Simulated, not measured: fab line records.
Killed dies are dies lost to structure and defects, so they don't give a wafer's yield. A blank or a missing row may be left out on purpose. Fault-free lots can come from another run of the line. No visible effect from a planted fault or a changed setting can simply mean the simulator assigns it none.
fab line records	flow nandHarc
record lots=6	wafers=17	lastDay=24
route steps=1159 shown P_GATE@127 END@1159
lots that met no fault: from a run of the same line without faults
startH: hours from the record's first day to the start of the lot's first wafer shown	waitH: hours elapsed since this lot's preceding step	" unchanged from the row above	L1.1+2: several wafers, shown together as one row	- no value, or no start given	* or withheld: withheld	< > ~ a bound
route shown NAME@n: names a module that has steps shown in the file, with the first one's number in the route	usual: mean/standard deviation of fault-free wafers	same: alike in all rows	chamber/n: place in a boat	sites: each site's reading	_std_site: the standard deviation of these	_edge_site: outer sites' mean less inner sites'	radiusMm: how far each site lies from the wafer's centre	mask NAME#n: copy n	behind: the tool/chamber that last shaped the wafer	hold: the reason the lot was held/the length of the hold in hours/how it ended	device: which transistor (n, p or np) failed to switch	end of line: the same wafers' tests at the end of the route	where a step has no rows: the recipe by itself	killed: the dies lost at the first sort to structure and to defects; this is not the yield of the wafer	map: the dies of a wafer, with x for killed, . for not killed, _ for no die there
set.NAME: the setting that was run; set.NAME@STEP: the one run at that earlier step	model.NAME: the simulator's own value behind a step, which no gauge read
a table for each step, a row for each wafer; lots at some steps of the route
services: the hour from which a tool's chamber was out of use, counted from the record's first day as startH (under 0 if before that day), plus the number of hours and why
## steps
# step NHARC_P_GATE_PRECLEAN_71
# recipe timeS=*	tempC=50	bathAgeMin=0	chemistry=SC1
# step NHARC_P_GATE_SRD_72
# step NHARC_P_GATE_OXIDE_16
# recipe targetThkA=30	tempC=875	oxTimeS=392	material=SiO2
# step NHARC_P_GATE_CVD_17
# recipe targetThkA=1500	tempC=620	timeS=900	material=poly-Si
# step NHARC_P_GATE_HM_DEP_102
# recipe targetThkA=1200	tempC=400	material=aC
# usual throttleValvePct=35.000/0.0084
lot.wafer	tool	chamber	startH	waitH	throttleValvePct
L352.1	aclDep-01	0	125.79	3.5	34.989
L352.4	"	0	"	"	34.985
L352.5	"	0	"	"	35.001
L355.2	aclDep-01	0	143.01	1.1	35.009
L355.3	"	0	"	"	34.993
L355.4	"	0	"	"	34.983
L357.2	aclDep-03	0	166.07	2.4	35.007
L357.4	"	0	"	"	35.008
L357.5	"	0	"	"	35.002
L361.2	aclDep-03	0	180.74	4.2	34.989
L361.6	"	0	"	"	35.006
L362.1	aclDep-03	0	187.31	5.6	34.997
L362.2	"	0	"	"	34.991
L362.5	"	0	"	"	35.005
L368.4	aclDep-03	0	215.48	0.7	35.002
L368.5	"	0	"	"	34.993
L368.6	"	0	"	"	34.977
# step NHARC_P_GATE_DEP_103
# recipe targetThkA=300	targetThkNm=30	tempC=400	flowSccm=200	rfW=350	material=SiON
# usual heaterPowerW=721/75
lot.wafer	tool	chamber	startH	waitH	heaterPowerW
L352.1	pecvd-01	1	126.51	0.6	796
L352.5	"	0	"	"	687
L352.4	"	1	"	"	779
L355.2	pecvd-01	1	143.61	0.5	754
L355.3	"	2	"	"	566
L355.4	"	0	"	"	686
L357.2	pecvd-01	1	166.63	0.5	749
L357.4	"	1	"	"	740
L357.5	"	2	"	"	662
L361.2	pecvd-04	1	181.35	0.5	693
L361.6	"	2	"	"	766
L362.2	pecvd-02	0	187.99	0.5	667
L362.1	"	2	"	"	822
L362.5	"	2	"	"	820
L368.6	pecvd-01	1	215.91	0.1	720
L368.4	"	2	"	"	646
L368.5	"	0	"	"	715
# step NHARC_P_GATE_DEHYDRATE_18
# recipe tempC=150	timeS=120
# step NHARC_P_GATE_HMDS_19
# recipe timeS=30
# step NHARC_P_GATE_COAT_20
# recipe spinRpm=1500	resistThkNm=90
# step NHARC_P_GATE_SOFTBAKE_21
# recipe tempC=105	timeS=55
# step NHARC_P_GATE_EBR_22
# step NHARC_P_GATE_EXPOSE_23
# recipe na=1.35	targetCdNm=120	doseMj=93.91	maskId=P_GATE
# step NHARC_P_GATE_PEB_24
# recipe pebTempC=100	pebTimeS=65
lot.wafer	tool	chamber	startH	waitH
L352.1+4+5	lithoTrack-04	0	127.06	0.1
L355.2+3+4	lithoTrack-01	0	144.20	0.1
L357.2+4+5	lithoTrack-01	0	167.23	0.1
L361.2+6	lithoTrack-01	0	181.90	0.1
L362.1+2+5	lithoTrack-06	0	188.47	0.1
L368.4+5+6	lithoTrack-06	0	216.58	0.1
# step NHARC_P_GATE_DEVELOP_25
# recipe developTimeS=35	devTempC=23
# step NHARC_P_GATE_CD_MEAS_26
# recipe targetCdNm=120	landingEnergyEv=500
# usual cdNm=120.1/0.57
lot.wafer	tool	chamber	startH	waitH	hold	cdNm
L352.1	cdSem-03	0	127.14	-	-	120.1
L352.4	"	0	"	"	-	120.3
L352.5	"	0	"	"	-	119.7
L355.2	cdSem-01	0	144.28	-	-	120.3
L355.3	"	0	"	"	-	120.4
L355.4	"	0	"	"	-	121.0
L357.2	cdSem-03	0	167.32	-	awaitDispo/0.2h/release	116.2
L357.4	"	0	"	"	awaitDispo/0.2h/release	119.5
L357.5	"	0	"	"	awaitDispo/0.2h/release	119.6
L357.2	cdSem-03	0	-	-	-	116.3
L357.4	"	0	"	"	-	119.8
L357.5	"	0	"	"	-	119.5
L361.2	cdSem-03	0	181.98	-	awaitDispo/0.2h/release	116.0
L361.6	"	0	"	"	awaitDispo/0.2h/release	116.3
L361.2	cdSem-03	0	-	-	-	115.7
L361.6	"	0	"	"	-	116.4
L362.1	cdSem-01	0	188.55	-	-	119.7
L362.2	"	0	"	"	-	120.6
L362.5	"	0	"	"	-	120.1
L368.4	cdSem-03	0	216.66	-	-	120.7
L368.5	"	0	"	"	-	120.1
L368.6	"	0	"	"	-	120.4
# step NHARC_P_GATE_OVL_MEAS_27
# usual overlayXNm=-0.1/0.75	overlayYNm=0.1/0.83
lot.wafer	tool	chamber	startH	waitH	hold	overlayXNm	overlayYNm
L352.1	overlay-02	-	127.23	-	-	0.4	0.4
L352.4	"	-	"	"	-	-0.5	0.1
L352.5	"	-	"	"	-	0.0	0.1
L355.2	overlay-01	-	144.36	-	-	-0.1	0.7
L355.3	"	-	"	"	-	0.2	0.5
L355.4	"	-	"	"	-	0.3	0.3
L357.2	overlay-01	-	168.92	-	awaitDispo/1.3h/release	-0.9	-0.5
L357.4	"	-	"	"	awaitDispo/1.3h/release	-0.3	-0.7
L357.5	"	-	"	"	awaitDispo/1.3h/release	-0.5	-0.6
L361.2	overlay-02	-	183.95	-	awaitDispo/1.7h/release	0.2	0.5
L361.6	"	-	"	"	awaitDispo/1.7h/release	0.4	0.1
L362.1	overlay-01	-	188.64	-	-	0.3	1.8
L362.2	"	-	"	"	-	0.3	2.1
L362.5	"	-	"	"	-	0.7	1.9
L368.4	overlay-01	-	216.74	-	-	-0.2	-1.0
L368.5	"	-	"	"	-	0.4	-1.2
L368.6	"	-	"	"	-	0.1	-1.3
# step NHARC_P_GATE_INSPECT_28
# usual rawDefectCount=7/3.3
lot.wafer	tool	chamber	startH	waitH	rawDefectCount
L352.1	defectInspect-02	-	127.26	0.0	7
L352.4	"	-	"	"	7
L352.5	"	-	"	"	5
L355.2	defectInspect-01	-	144.40	0.0	8
L355.3	"	-	"	"	5
L355.4	"	-	"	"	3
L357.2	defectInspect-01	-	168.96	0.0	8
L357.4	"	-	"	"	9
L357.5	"	-	"	"	4
L361.2	defectInspect-01	-	183.99	0.0	7
L361.6	"	-	"	"	10
L362.1	defectInspect-02	-	188.67	0.0	9
L362.2	"	-	"	"	5
L362.5	"	-	"	"	11
L368.4	defectInspect-01	-	216.78	0.0	6
L368.5	"	-	"	"	5
L368.6	"	-	"	"	9
# step NHARC_P_GATE_DESCUM_31
# recipe timeS=3	o2FlowSccm=200	arFlowSccm=0	biasPowerW=0	chemistry=O2
# usual drypumpMotorCurrentA=5.98/0.21	oesProductAu=0.999/0.0071	rfVppV=57.8/1	showerheadPlenumPTorr=1.91/0.084	throttleValvePct=11.312/0.009
lot.wafer	tool	chamber	startH	waitH	drypumpMotorCurrentA	oesProductAu	rfHoursCounterH	rfVppV	showerheadPlenumPTorr	throttleValvePct	model.P_GATE.cdNm
L352.1	rieDiel-02	3	127.35	0.1	5.97	0.989	27	58.0	1.86	11.313	120
L352.5	"	2	"	"	6.05	0.998	-	56.4	1.86	11.330	120.2
L352.4	"	3	"	"	5.99	0.989	-	57.7	1.86	11.313	120.2
L355.2	rieDiel-02	3	144.69	0.3	6.01	0.997	31	57.6	1.85	11.314	120.2
L355.3	"	0	"	"	6.00	1.000	22	58.6	1.90	11.300	121.2
L355.4	"	1	"	"	6.24	0.998	34	57.7	2.03	11.318	121.1
L357.4	rieDiel-02	1	169.06	0.1	6.22	1.004	0	57.1	2.03	11.318	119.4
L357.2	"	2	"	"	6.03	0.994	0	56.8	1.86	11.310	116.8
L357.5	"	1	"	"	6.23	1.006	-	57.7	2.03	11.312	119.4
L361.2	rieDiel-02	3	184.23	0.2	5.99	0.986	3	56.2	1.85	11.318	116.5
L361.6	"	0	"	"	6.02	1.007	-	56.7	1.89	11.316	117
L362.2	rieDiel-12	2	188.73	0.1	5.59	0.992	56	57.8	1.90	11.317	120.5
L362.1	"	0	"	"	6.11	0.994	53	56.1	1.93	11.313	120.3
L362.5	"	3	"	"	6.20	1.006	-	58.7	2.01	11.298	120.3
L368.4	rieDiel-01	3	216.85	0.1	5.56	0.996	23	57.7	2.07	11.311	120.3
L368.6	"	2	"	"	5.65	0.990	-	57.7	1.81	11.311	120.6
L368.5	"	3	"	"	5.54	0.990	-	58.5	2.07	11.302	120.2
# step NHARC_P_GATE_ETCH_104
# recipe targetDepthA=600	timeS=withheld	cf4FlowSccm=100	chf3FlowSccm=30	arFlowSccm=0	rfW=500	biasW=200	chemistry=CF4/CHF3
# step NHARC_P_GATE_HM_OPEN_105
# recipe targetDepthA=3600	o2FlowSccm=400	cosFlowSccm=20	arFlowSccm=0	rfW=500	biasW=300	chemistry=O2/COS
# usual drypumpMotorCurrentA=6.00/0.21	oesProductAu=1.001/0.0072	rfVppV=467.1/2.7	showerheadPlenumPTorr=3.12/0.13	throttleValvePct=28.330/0.0098
lot.wafer	tool	chamber	startH	waitH	drypumpMotorCurrentA	oesProductAu	rfHoursCounterH	rfVppV	showerheadPlenumPTorr	throttleValvePct
L352.1	rieDiel-02	2	-	-	6.07	1.013	26	466.2	3.04	28.324
L352.5	"	2	"	"	6.07	1.005	-	466.5	3.04	28.333
L352.4	"	1	"	"	6.23	1.004	-	470.5	3.31	28.318
L355.3	rieDiel-02	2	-	-	6.02	1.004	30	465.8	3.04	28.334
L355.4	"	3	"	"	5.98	0.991	31	463.5	3.03	28.322
L355.2	"	1	"	"	6.24	0.998	34	470.9	3.30	28.306
L357.2	rieDiel-02	0	-	-	6.02	1.011	0	465.7	3.09	28.328
L357.4	"	1	"	"	6.25	1.009	0	471.7	3.30	28.334
L357.5	"	1	"	"	6.23	0.996	-	470.5	3.30	28.327
L361.2	rieDiel-02	2	-	-	6.03	0.997	3	464.9	3.04	28.337
L361.6	"	2	"	"	6.03	0.999	-	465.6	3.04	28.330
L362.2	rieDiel-12	3	-	-	6.20	1.009	47	470.5	3.28	28.327
L362.1	"	0	"	"	6.12	1.009	53	467.0	3.15	28.325
L362.5	"	3	"	"	6.19	0.997	-	471.0	3.28	28.326
L368.4	rieDiel-01	1	-	-	6.09	1.005	27	470.6	3.26	28.327
L368.6	"	3	"	"	5.58	1.005	-	472.4	3.36	28.319
L368.5	"	0	"	"	5.72	1.021	-	463.2	2.94	28.334
# step NHARC_P_GATE_STRIP_106
# recipe o2FlowSccm=400	cosFlowSccm=20	arFlowSccm=0	biasW=0	chemistry=O2/COS
# step NHARC_P_GATE_ETCH_114
# recipe targetDepthA=300	overetchA=30	timeS=16.5	ionEnergyEv=100	cf4FlowSccm=80	o2FlowSccm=20	arFlowSccm=0	rfW=300	biasW=100	chemistry=CF4/O2
# usual cf4FlowSccm=79.96/0.23	drypumpMotorCurrentA=5.96/0.22	oesProductAu=0.999/0.0072	rfVppV=197.7/1.4	showerheadPlenumPTorr=1.33/0.057	throttleValvePct=13.398/0.0089
lot.wafer	tool	chamber	startH	waitH	cf4FlowSccm	drypumpMotorCurrentA	oesProductAu	rfHoursCounterH	rfVppV	showerheadPlenumPTorr	throttleValvePct
L352.1	rieDiel-02	2	-	-	79.72	6.02	0.999	26	197.7	1.30	13.408
L352.5	"	1	"	"	79.89	6.22	1.005	-	199.3	1.42	13.392
L352.4	"	2	"	"	79.75	6.03	1.000	-	197.7	1.30	13.379
L355.4	rieDiel-02	3	-	-	80.23	5.99	1.002	31	196.9	1.30	13.411
L355.2	"	0	"	"	79.91	6.00	1.015	22	196.8	1.32	13.378
L355.3	"	2	"	"	79.80	6.05	1.004	30	198.8	1.30	13.407
L357.2	rieDiel-02	3	-	-	79.93	5.97	0.979	1	197.2	1.29	13.399
L357.4	"	0	"	"	79.96	6.02	1.002	1	198.1	1.32	13.385
L357.5	"	1	"	"	80.10	6.22	0.993	-	199.0	1.42	13.400
L361.2	rieDiel-02	3	-	-	80.33	5.99	0.994	3	197.1	1.29	13.398
L361.6	"	2	"	"	79.87	6.06	0.996	-	197.8	1.30	13.398
L362.1	rieDiel-12	2	-	-	80.28	5.57	0.994	56	198.8	1.33	13.412
L362.2	"	0	"	"	79.34	6.11	1.008	54	196.8	1.35	13.390
L362.5	"	2	"	"	80.19	5.56	1.003	-	197.6	1.33	13.384
L368.4	rieDiel-01	3	-	-	79.79	5.58	1.000	23	199.7	1.44	13.404
L368.6	"	0	"	"	80.11	5.69	1.018	-	195.5	1.26	13.407
L368.5	"	1	"	"	80.11	6.09	1.001	-	199.8	1.40	13.405
# step NHARC_P_GATE_ETCH_32
# recipe targetDepthA=1500	overEtchFrac=1	overEtchIonEnergyEv=40	timeS=100.1	hbrFlowSccm=150	cl2FlowSccm=50	rfW=400	icpW=400	biasW=100	chemistry=HBr/Cl2
# usual drypumpMotorCurrentA=5.7/0.35	oesProductAu=0.999/0.0072	throttleValvePct=26.405/0.0094
lot.wafer	tool	chamber	startH	waitH	drypumpMotorCurrentA	oesProductAu	rfHoursCounterH	throttleValvePct	model.P_GATE.cdNm
L352.4	rieSi-04	0	127.93	-	5.4	0.990	0.1	26.416	122.9
L352.1	"	1	"	"	5.6	1.001	0.1	26.398	121.4
L352.5	"	0	"	"	5.3	0.991	-	26.396	121.8
L355.2	rieSi-01	2	145.25	-	6.0	0.998	0.0	26.398	122.9
L355.4	"	3	"	"	5.7	1.008	0.1	26.407	121.3
L355.3	"	1	"	"	5.4	0.995	0.0	26.405	122.3
L357.4	rieSi-04	1	169.63	-	5.5	0.999	0.5	26.403	118.8
L357.2	"	2	"	"	6.2	0.996	0.6	26.411	116.7
L357.5	"	0	"	"	5.4	0.981	-	26.412	119.2
L361.2	rieSi-04	3	184.89	-	6.3	1.005	0.7	26.389	116.5
L361.6	"	0	"	"	5.3	0.990	-	26.415	116.7
L362.2	rieSi-04	2	189.39	-	6.2	1.005	0.8	26.414	122
L362.1	"	3	"	"	6.3	1.006	0.8	26.406	119
L362.5	"	3	"	"	6.3	0.998	-	26.402	120.2
L368.5	rieSi-01	0	217.36	-	5.2	0.994	-	26.400	119.6
L368.4	"	1	"	"	5.4	0.993	-	26.401	119.4
L368.6	"	3	"	"	5.7	1.004	-	26.397	119
# step NHARC_P_GATE_STRIP_108
# recipe o2FlowSccm=500	arFlowSccm=0	biasW=0	chemistry=O2
# usual drypumpMotorCurrentA=5.96/0.22	oesProductAu=0.999/0.0087	rfVppV=57.6/0.98	showerheadPlenumPTorr=3.51/0.14	throttleValvePct=17.037/0.0094
lot.wafer	tool	chamber	startH	waitH	drypumpMotorCurrentA	oesProductAu	rfHoursCounterH	rfVppV	showerheadPlenumPTorr	throttleValvePct
L352.4	rieDiel-12	1	128.10	-	5.80	1.014	36	57.5	3.36	17.036
L352.1	"	3	"	"	6.24	1.010	26	57.9	3.71	17.047
L352.5	"	1	"	"	5.82	1.015	-	57.6	3.36	17.037
L355.4	rieDiel-02	3	145.42	-	6.01	1.001	31	57.3	3.43	17.042
L355.2	"	1	"	"	6.23	1.001	34	59.2	3.73	17.046
L355.3	"	2	"	"	6.03	1.008	30	58.3	3.44	17.053
L357.4	rieDiel-01	0	169.82	-	5.70	0.991	8	56.8	3.34	17.037
L357.2	"	2	"	"	5.65	0.997	9	57.6	3.35	17.060
L357.5	"	0	"	"	5.70	1.001	-	56.3	3.34	17.039
L361.2	rieDiel-02	2	185.05	-	6.03	0.992	3	56.7	3.44	17.040
L361.6	"	0	"	"	6.04	0.994	-	56.6	3.49	17.031
L362.1	rieDiel-12	1	189.55	-	5.78	1.004	58	58.0	3.35	17.038
L362.2	"	2	"	"	5.58	0.997	56	58.3	3.51	17.044
L362.5	"	1	"	"	5.82	1.000	-	58.2	3.35	17.034
L368.4	rieDiel-12	1	217.50	-	5.81	0.997	1	57.4	3.34	17.039
L368.5	"	1	"	"	5.80	1.001	-	56.3	3.34	17.035
L368.6	"	2	"	"	5.62	0.994	-	57.4	3.51	17.038
# step NHARC_END_SORT_01
# recipe tempC=25
# usual killedAtArray=28/10	killedAtOther=0.6/0.85	killedAtPeriphery=3.3/2.3	killedDies=32/11	killedOpen=3.3/1.5	killedShort=2.1/1.4
# same grossDies=677
lot.wafer	tool	chamber	startH	waitH	killedAtArray	killedAtOther	killedAtPeriphery	killedDies	killedOpen	killedShort
L361.2	prober-02	0	536.85	2.8	25	0	3	28	2	0
# killed by level:class
L361.2 A_SLIT:chamberFilmFlake=16 A_BONDPAD:chamberFilmFlake=3 P_BONDPAD:chamberFilmFlake=2 A_CHANNEL_HOLE_D1:chamberFilmFlake=2 A_ONON_D1:geometricParticle:open=1 A_WL_FILL:geometricParticle:open=1 P_M1:chamberFilmFlake=1 A_ZERO_WELL:chamberFilmFlake=1
## services
tool	chamber	startH	hours	kind
pecvd-02	-	104.57	0.7	repair
rieDiel-02	0	105.35	-	clean
aclDep-01	-	112.79	13.0	pm
rieDiel-01	2	113.03	9.2	repair
lithoTrack-06	-	117.00	7.0	pm
rieDiel-02	1	118.07	3.5	repair
rieSi-01	-	127.00	9.0	pm
rieDiel-01	-	137.80	9.0	pm
lithoTrack-04	-	141.00	7.0	pm
pecvd-01	-	146.41	1.2	repair
pecvd-04	-	148.73	1.8	repair
rieDiel-02	-	150.70	9.0	pm
pecvd-04	-	151.20	1.7	repair
pecvd-02	-	153.27	13.0	pm
pecvd-02	-	170.28	0.6	repair
rieSi-04	-	186.35	2.7	repair
rieSi-01	2	186.61	4.2	repair
aclDep-03	-	189.48	0.0	repair
rieSi-04	-	189.96	0.2	repair
pecvd-04	-	195.00	13.0	pm
pecvd-01	2	200.23	6.0	repair
rieSi-01	3	202.11	6.5	repair
rieDiel-12	-	202.40	9.0	pm
rieSi-01	2	215.95	5.2	repair
## key
firstSign step=NHARC_P_GATE_CD_MEAS_26	reading=visit	direction=added
effect step=NHARC_P_GATE_CD_MEAS_26	reading=cdNm	direction=down	sigmas=6.9	usual=120.1	struck=116.2
modelEffect step=NHARC_P_GATE_DESCUM_31	value=P_GATE.cdNm	without=121	struck=116.8
modelEffect step=NHARC_P_GATE_ETCH_32	value=P_GATE.cdNm	without=120.7	struck=116.6
metAt NHARC_P_GATE_PEB_24
struckWafers L357.2,L361.2,L361.6
testerLeftOut L357,L361
onsetBetween 144.20 167.23
fault kind=processParameterDrift	tool=lithoTrack-01	chamber=-	onsetH=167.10	steps=NHARC_P_GATE_PEB_24	channel=pebTimeS	offset=*	shape=step	endH=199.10	scope=struckWafersOnly	actsIn=*	stated=*
# testerLeftOut: of these lots the tester's yield and bins aren't shown, on N5 and GAA mostly nor the transistor test; their killed dies are dies lost to structure and defects alone, not to doping, threshold or leakage, so they don't give the yield
